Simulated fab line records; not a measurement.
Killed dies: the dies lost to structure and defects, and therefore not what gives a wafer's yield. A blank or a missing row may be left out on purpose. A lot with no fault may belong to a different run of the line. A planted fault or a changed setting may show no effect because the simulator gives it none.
fab line records | flow n5Finfet
record: lots: 8 wafers: 24 lastDay: 17
route steps=1938 shown BEOL_M0_SAQP@653 BEOL_M4@1111
lots untouched by any fault: they come from a run of this same line in which no faults occurred
startH: hours from the record's opening day to when the first of the lot's shown wafers began | waitH: time in hours since the lot's previous step | " same as the row above | L1.1+2: one row covering several wafers at once | - no value present, or no start provided | * or withheld: withheld | < > ~ a bound
route shown NAME@n: a module of which the file shows steps, and the number in the route of the first | usual: mean/standard deviation taken from wafers without a fault | same: alike in all rows | chamber/n: place in a boat | sites: each site's reading | _std_site: the values' standard deviation | _edge_site: the outer-site mean with the inner-site mean subtracted | radiusMm: how far each site lies from the wafer's centre | mask NAME#n: copy n | behind: the tool/chamber that last shaped the wafer | hold: what put the lot on hold/how long, in hours/how the hold closed | device: which transistor (n, p or np) failed to switch | end of line: tests run on the same wafers once the route is complete | step lacking rows: just its recipe | killed: dies that structure and defects cost at the first sort, which is not the same as the wafer's yield | map: a wafer's dies, marking killed ones x, the rest . and places with no die _
set.NAME: the setting that was run; set.NAME@STEP: the one run at that earlier step | model.NAME: the simulator's own value behind a step, which no gauge read
route steps across a sampled set of lots; one table per step, one row per wafer
services: from which hour (startH, from the record's first day; less than 0 if before it) a tool's chamber was out of use, for how many hours, and why
== steps ==
step: N5_BEOL_M0_SAQP_ETCH_83
recipe: chemistry: CF4 target: SiARC targetDepthA: 390 maskMaterial: CAR-ArF timeS: 65 ionEnergyEv: 80 pressureMtorr: 40 sourceW: 545 biasW: 36 Ar_flow_sccm: 100 cf4FlowSccm: 100 ends: cleared
usual: drypumpMotorCurrentA: 5.7/0.63 etchRfOnTimeS: 64.5/1.2 oesProductAu: 0.67/0.08 rfFwdPowerW: 538/3.4 rfVppV: 184.2/1.3 showerheadPlenumPTorr: 2.15/0.08 throttleValvePct: 15.59/0.21
columns lot.wafer tool chamber startH waitH drypumpMotorCurrentA etchRfOnTimeS oesProductAu rfFwdPowerW rfHoursCounterH rfVppV showerheadPlenumPTorr throttleValvePct
L549.3 rieDiel-03 3 117.77 0.0 5.2 65.8 0.67 538 105 181.6 2.00 15.44
L549.4 " 0 " " 5.4 66.4 0.61 540 - 186.9 2.21 15.57
L549.5 " 3 " " 5.2 65.4 0.67 538 - 182.4 2.00 15.43
L550.2 rieDiel-05 1 120.71 0.0 6.0 65.6 0.59 538 233 184.2 2.11 15.87
L550.4 " 3 " " 6.8 63.9 0.68 533 126 184.6 2.07 15.62
L550.6 " 1 " " 6.0 65.8 0.58 542 - 183.7 2.11 15.85
L554.1 rieDiel-01 1 144.50 0.0 5.8 63.3 0.81 539 19 186.9 2.27 15.31
L554.3 " 3 " " 4.8 65.8 0.57 535 240 185.5 2.20 15.67
L554.6 " 1 " " 5.8 63.4 0.81 540 - 186.3 2.27 15.32
L563.2 rieDiel-05 0 202.90 0.0 4.7 63.5 0.74 534 47 184.9 2.09 15.40
L563.3 " 3 " " 6.8 63.7 0.66 533 153 183.5 2.06 15.67
L563.6 " 2 " " 6.2 65.8 0.61 540 - 182.4 2.04 15.76
L564.1 rieDiel-01 3 206.76 0.0 4.9 62.5 0.84 533 3 185.2 2.20 15.21
L564.3 " 2 " " 6.3 64.1 0.62 538 193 184.1 2.21 15.95
L564.6 " 3 " " 4.9 62.3 0.84 534 - 185.1 2.20 15.21
L568.2 rieDiel-05 1 231.38 0.0 6.0 64.5 0.81 543 8 184.0 2.10 15.44
L568.3 " 2 " " 6.2 65.6 0.60 543 191 183.4 2.04 15.76
L568.4 " 0 " " 4.7 63.4 0.73 535 55 182.2 2.09 15.42
L569.1 rieDiel-03 3 237.88 0.0 5.2 64.3 0.65 539 140 183.0 1.99 15.50
L569.3 " 0 " " 5.4 64.6 0.60 541 244 184.5 2.20 15.63
L569.4 " 1 " " 5.5 64.8 0.62 540 191 185.5 2.21 15.52
L570.2 rieDiel-05 0 243.20 0.0 4.7 64.1 0.72 530 59 183.1 2.09 15.40
L570.3 " 2 " " 6.2 67.1 0.59 536 195 183.6 2.04 15.78
L570.6 " 0 " " 4.7 63.8 0.72 530 - 183.5 2.09 15.42
step: N5_BEOL_M0_SAQP_STRIP_108
recipe: chemistry: N2/H2 powerW: 500 tempC: 40 pressureMtorr: 50 rfFrequencyHz: 6e+07 overashFraction: 0.3 biasPowerW: 28 h2Frac: 0.5 n2FlowSccm: 300 h2FlowSccm: 300
usual: drypumpMotorCurrentA: 5.8/0.64 oesProductAu: 0.80/0.099 rfFwdPowerW: 490.9/2.8 rfVppV: 122.1/0.93 showerheadPlenumPTorr: 3.39/0.13 tempC: 39.99/0.11 throttleValvePct: 18.9/0.44
columns lot.wafer tool chamber startH waitH drypumpMotorCurrentA oesProductAu rfFwdPowerW rfHoursCounterH rfVppV showerheadPlenumPTorr tempC throttleValvePct
L549.3 rieDiel-03 0 120.16 0.0 5.4 0.72 493.3 212 122.8 3.45 39.70 19.3
L549.4 " 3 " " 5.2 0.79 489.6 - 121.6 3.13 39.94 18.7
L549.5 " 0 " " 5.4 0.72 494.9 - 123.4 3.45 39.91 19.3
L550.2 rieDiel-01 2 123.05 0.0 6.3 0.75 493.2 163 123.0 3.49 40.05 19.6
L550.4 " 0 " " 6.0 0.69 492.6 232 122.7 3.46 40.05 19.0
L550.6 " 2 " " 6.4 0.77 492.4 - 121.7 3.49 40.13 19.6
L554.1 rieDiel-01 1 147.09 0.0 5.8 0.94 490.9 19 121.7 3.57 40.00 18.4
L554.3 " 0 " " 6.0 0.68 497.6 241 123.8 3.46 40.06 19.0
L554.6 " 2 " " 6.4 0.75 493.3 - 122.5 3.49 40.01 19.6
L563.2 rieDiel-01 2 205.60 0.0 6.4 0.74 492.8 192 122.1 3.48 39.81 19.7
L563.3 " 3 " " 4.8 0.99 487.5 2 122.4 3.44 40.05 18.5
L563.6 " 1 " " 5.8 0.90 489.9 - 123.3 3.56 39.85 18.4
L564.1 rieDiel-03 1 209.13 0.0 5.5 0.74 490.2 182 122.2 3.47 40.16 18.8
L564.3 " 0 " " 5.4 0.69 495.4 236 122.9 3.44 39.82 19.3
L564.6 " 1 " " 5.5 0.73 491.3 - 123.2 3.47 40.06 18.8
L568.2 rieDiel-01 0 234.33 0.0 6.0 1.00 496.5 3 122.8 3.45 40.03 18.7
L568.3 " 3 " " 4.9 0.94 490.2 12 121.0 3.44 39.98 18.5
L568.4 " 1 " " 5.8 0.88 488.7 50 122.2 3.55 39.91 18.4
L569.1 rieDiel-01 0 240.34 0.0 6.0 0.98 494.7 5 121.7 3.44 40.00 18.7
L569.3 " 1 " " 5.8 0.88 493.5 52 122.4 3.55 40.01 18.4
L569.4 " 2 " " 6.4 0.71 490.4 204 123.3 3.47 40.17 19.7
L570.2 rieDiel-05 1 245.54 0.0 6.0 0.93 490.5 13 122.7 3.31 39.96 19.6
L570.3 " 0 " " 4.7 0.84 489.6 60 121.6 3.27 40.35 18.6
L570.6 " 3 " " 6.8 0.75 488.2 - 121.2 3.23 39.95 18.8
step: N5_BEOL_M0_SAQP_ETCH_49
recipe: chemistry: CF4/O2 targetDepthA: 370 target: SiO2 pressureMtorr: 40 sourceW: 535 biasW: 49 Ar_flow_sccm: 100 cf4FlowSccm: 100 O2_flow_sccm: 10 ionEnergyEv: 100
usual: drypumpMotorCurrentA: 5.6/0.52 oes_o_777_au: 0.77/0.076 oesProductAu: 0.77/0.082 rfFwdPowerW: 532.6/2 rfVppV: 240.5/2.1 showerheadPlenumPTorr: 2.22/0.091 throttleValvePct: 15.79/0.17
columns lot.wafer tool chamber startH waitH drypumpMotorCurrentA oes_o_777_au oesProductAu rfFwdPowerW rfHoursCounterH rfVppV showerheadPlenumPTorr throttleValvePct
L549.3 rieDiel-03 0 122.55 0.3 5.4 0.73 0.71 532.7 213 242.9 2.27 15.80
L549.4 " 2 " " 5.2 0.78 0.76 530.8 135 237.7 2.29 15.71
L549.5 " 2 " " 5.2 0.78 0.76 531.9 - 238.8 2.29 15.72
L550.2 rieDiel-03 2 125.26 0.3 5.1 0.78 0.76 530.1 136 239.4 2.29 15.74
L550.4 " 0 " " 5.3 0.73 0.71 534.6 214 242.3 2.27 15.80
L550.6 " 3 " " 5.2 0.77 0.78 533.2 - 239.2 2.06 15.68
L554.1 rieDiel-01 2 149.69 0.3 6.4 0.74 0.75 534.4 173 239.4 2.28 16.14
L554.3 " 3 " " 4.9 0.68 0.67 527.6 242 240.4 2.27 15.90
L554.6 " 1 " " 5.8 0.94 0.94 535.3 - 240.8 2.34 15.56
L563.2 rieDiel-03 1 207.88 0.3 5.4 0.73 0.74 532.5 182 243.5 2.28 15.73
L563.3 " 3 " " 5.2 0.75 0.77 531.1 132 239.8 2.05 15.71
L563.6 " 1 " " 5.5 0.74 1.03 532.3 - 242.4 2.28 15.74
L564.1 rieDiel-03 0 211.55 0.3 5.3 0.71 0.69 533.5 237 243.7 2.26 15.86
L564.3 " 2 " " 5.2 0.76 0.74 531.2 160 238.7 2.28 15.76
L564.6 " 3 " " 5.2 0.75 1.07 532.0 - 238.8 2.05 15.72
L568.2 rieDiel-01 0 236.70 0.3 6.0 1.00 1.01 531.2 4 240.8 2.25 15.63
L568.3 " 1 " " 5.8 0.87 0.88 533.9 51 242.0 2.32 15.63
L568.4 " 3 " " 4.9 0.91 0.93 534.6 13 238.6 2.26 15.48
L569.1 rieDiel-01 0 242.68 0.3 6.0 0.99 0.99 533.1 6 240.7 2.25 15.62
L569.3 " 2 " " 6.4 0.72 0.72 536.6 205 238.0 2.27 16.21
L569.4 " 3 " " 4.9 0.91 0.94 531.6 15 239.3 2.26 15.47
L570.2 rieDiel-05 0 248.09 0.3 4.7 0.84 0.83 529.6 61 236.7 2.15 15.67
L570.3 " 1 " " 6.0 0.91 0.93 531.9 14 242.7 2.16 15.69
L570.6 " 0 " " 4.7 0.83 0.84 528.5 - 238.1 2.15 15.66
step: N5_BEOL_M0_SAQP_STRIP_75
recipe: chemistry: CF4 resist: SiARC powerW: 300 biasPowerW: 75 pressureMtorr: 50 cf4FlowSccm: 150 rfFrequencyHz: 6e+07
usual: drypumpMotorCurrentA: 5.6/0.52 oesProductAu: 0.178/0.017 rfFwdPowerW: 294.1/1.6 rfVppV: 271.4/1.9 showerheadPlenumPTorr: 1.81/0.072 throttleValvePct: 13.55/0.19
columns lot.wafer tool chamber startH waitH drypumpMotorCurrentA oesProductAu rfFwdPowerW rfHoursCounterH rfVppV showerheadPlenumPTorr throttleValvePct
L549.3 rieDiel-03 0 122.65 0.1 5.4 0.169 295.6 213 273.1 1.85 13.60
L549.4 " 2 " " 5.2 0.180 292.5 135 274.3 1.86 13.49
L549.5 " 2 " " 5.2 0.173 292.7 - 272.2 1.86 13.48
L550.2 rieDiel-03 2 125.36 0.1 5.1 0.179 290.9 136 271.6 1.86 13.49
L550.4 " 0 " " 5.4 0.167 295.8 214 272.3 1.85 13.60
L550.6 " 3 " " 5.2 0.185 291.8 - 268.3 1.68 13.43
L554.1 rieDiel-01 2 149.79 0.1 6.3 0.172 294.3 173 273.8 1.86 13.87
L554.3 " 3 " " 4.8 0.158 292.3 242 272.4 1.84 13.68
L554.6 " 1 " " 5.8 0.207 294.6 - 273.6 1.90 13.27
L563.2 rieDiel-03 1 207.98 0.1 5.4 0.166 294.1 182 272.7 1.85 13.49
L563.3 " 3 " " 5.2 0.175 292.3 132 267.5 1.67 13.49
L563.6 " 1 " " 5.5 0.165 296.3 - 272.1 1.85 13.49
L564.1 rieDiel-03 0 211.65 0.1 5.4 0.164 295.6 237 271.4 1.85 13.65
L564.3 " 2 " " 5.2 0.169 292.9 160 271.2 1.86 13.55
L564.6 " 3 " " 5.3 0.176 291.5 - 268.2 1.67 13.49
L568.2 rieDiel-01 0 236.80 0.1 6.0 0.231 295.1 4 272.2 1.83 13.31
L568.3 " 1 " " 5.8 0.200 295.5 51 272.8 1.89 13.33
L568.4 " 3 " " 4.9 0.212 292.0 13 270.5 1.83 13.17
L569.1 rieDiel-01 0 242.78 0.1 6.0 0.232 297.2 6 271.9 1.83 13.32
L569.3 " 2 " " 6.3 0.168 294.5 205 271.4 1.85 13.95
L569.4 " 3 " " 4.9 0.203 291.5 15 271.1 1.83 13.17
L570.2 rieDiel-05 0 248.19 0.1 4.7 0.196 293.1 61 268.3 1.75 13.36
L570.3 " 1 " " 6.0 0.211 294.5 14 269.2 1.76 13.39
L570.6 " 0 " " 4.7 0.198 294.2 - 271.5 1.75 13.37
step: N5_BEOL_M4_RC_MEAS_101
usual: DIBL_N: 36.3/1 DIBL_P: 36.2/1.4 IOFF_N: 0.157/0.021 IOFF_P: 0.206/0.025 ION_N: 673/9 ION_P: 461/6.4 SS_N: 71.5/0.5 SS_P: 73.2/0.47 VT_N: 249.9/2.4 VT_P: -250.6/2.9
columns lot.wafer tool chamber startH waitH DIBL_N[mV/V] DIBL_P[mV/V] IOFF_N[nA/um] IOFF_P[nA/um] ION_N[uA/um] ION_P[uA/um] SS_N[mV/dec] SS_P[mV/dec] VT_N[mV] VT_P[mV]
L549.3 prober-01 0 173.55 0.3 35.3 34.4 0.136 0.177 671 462 70.8 73.1 250.8 -251.1
L549.4 " 0 " " 37.3 37.2 0.170 0.217 682 467 71.2 74.0 248.2 -250.9
L549.5 " 0 " " 34.9 34.2 0.129 0.175 668 461 70.1 73.2 250.4 -252.8
L550.2 prober-02 0 178.17 0.2 36.3 36.9 0.150 0.209 659 457 71.7 72.9 252.3 -251.1
L550.4 " 0 " " 35.5 36.1 0.134 0.194 657 452 71.6 73.6 255.2 -251.2
L550.6 " 0 " " 37.9 38.2 0.171 0.225 669 461 72.7 74.3 250.0 -252.0
L554.1 prober-01 0 201.54 0.0 37.5 35.9 0.151 0.199 668 464 71.5 73.9 250.2 -249.6
L554.3 " 0 " " 39.5 38.7 0.202 0.242 686 467 72.3 73.3 246.9 -247.3
L554.6 " 0 " " 38.3 37.6 0.181 0.226 686 469 71.5 73.5 250.7 -250.6
L564.1 prober-01 0 255.63 0.0 36.5 35.7 0.142 0.199 665 454 71.3 73.1 250.0 -250.1
L564.3 " 0 " " 38.0 37.5 0.169 0.228 666 463 71.4 73.5 249.7 -248.1
L564.6 " 0 " " 36.4 35.4 0.138 0.196 658 456 71.1 73.1 250.6 -253.0
L563.2 prober-02 0 263.53 0.2 35.6 35.0 0.139 0.220 666 466 71.5 72.8 251.5 -247.1
L563.3 " 0 " " 37.0 35.2 0.150 0.224 671 462 71.8 73.1 250.7 -247.0
L563.6 " 0 " " 36.3 35.1 0.145 0.217 661 462 71.1 72.9 251.4 -247.4
L568.2 prober-01 0 287.29 0.8 35.8 36.5 0.162 0.227 680 469 71.4 74.0 245.4 -247.4
L568.3 " 0 " " 34.6 35.0 0.136 0.198 670 467 71.5 72.7 251.9 -251.0
L568.4 " 0 " " 35.3 35.7 0.152 0.210 677 468 71.4 73.7 251.6 -245.4
L569.1 prober-01 0 289.16 0.0 35.8 34.6 0.141 0.206 679 470 71.0 73.2 250.3 -247.9
L569.3 " 0 " " 36.5 34.8 0.147 0.210 665 463 71.5 72.5 248.9 -246.2
L569.4 " 0 " " 35.6 34.3 0.142 0.208 681 472 71.0 72.6 250.8 -247.9
L570.2 prober-02 0 301.82 0.2 37.8 38.4 0.180 0.230 674 462 71.7 74.2 248.4 -251.4
L570.3 " 0 " " 35.6 35.6 0.145 0.187 664 457 72.1 72.9 251.5 -251.2
L570.6 " 0 " " 33.4 32.3 0.106 0.148 663 455 70.7 72.3 255.4 -255.0
== services ==
columns tool chamber startH hours kind
rieDiel-03 1 95.95 26.3 repair
rieDiel-05 2 110.34 6.6 repair
rieDiel-05 - 125.78 2.8 pm
rieDiel-01 3 132.83 3.4 repair
rieDiel-03 - 137.82 2.8 pm
rieDiel-01 0 171.33 5.5 repair
rieDiel-01 3 177.07 - clean
rieDiel-01 3 177.07 - consumableReplace:focusRing
rieDiel-01 3 177.07 20.5 scheduledDown
rieDiel-01 3 177.07 20.5 ventCycle
rieDiel-05 1 180.70 - clean
rieDiel-05 1 180.70 - consumableReplace:focusRing
rieDiel-05 1 180.70 22.6 scheduledDown
rieDiel-05 1 180.70 22.6 ventCycle
rieDiel-01 0 197.61 - clean
rieDiel-01 0 197.61 - consumableReplace:focusRing
rieDiel-01 0 197.61 26.5 scheduledDown
rieDiel-01 0 197.61 26.5 ventCycle
rieDiel-01 - 202.49 2.8 pm
rieDiel-01 2 247.19 13.3 repair
== key ==
firstSign: step: N5_BEOL_M0_SAQP_ETCH_49 reading: oesProductAu direction: up sigmas: 3.4 usual: 0.77 struck: 1.05
effect none on later readings
metAt N5_BEOL_M0_SAQP_ETCH_49
struckLots L563,L564
struckWafers L563.6,L564.6
notActingAt N5_BEOL_M0_SAQP_ETCH_83,N5_BEOL_M0_SAQP_STRIP_108,N5_BEOL_M0_SAQP_STRIP_75
onsetBetween 125.26 207.88
fault: kind: processParameterDrift tool: rieDiel-03 chamber: - onsetH: 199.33 steps: N5_BEOL_M0_SAQP_ETCH_49 channel: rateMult offset: 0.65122 shape: step endH: 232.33 scope: struckWafersOnly
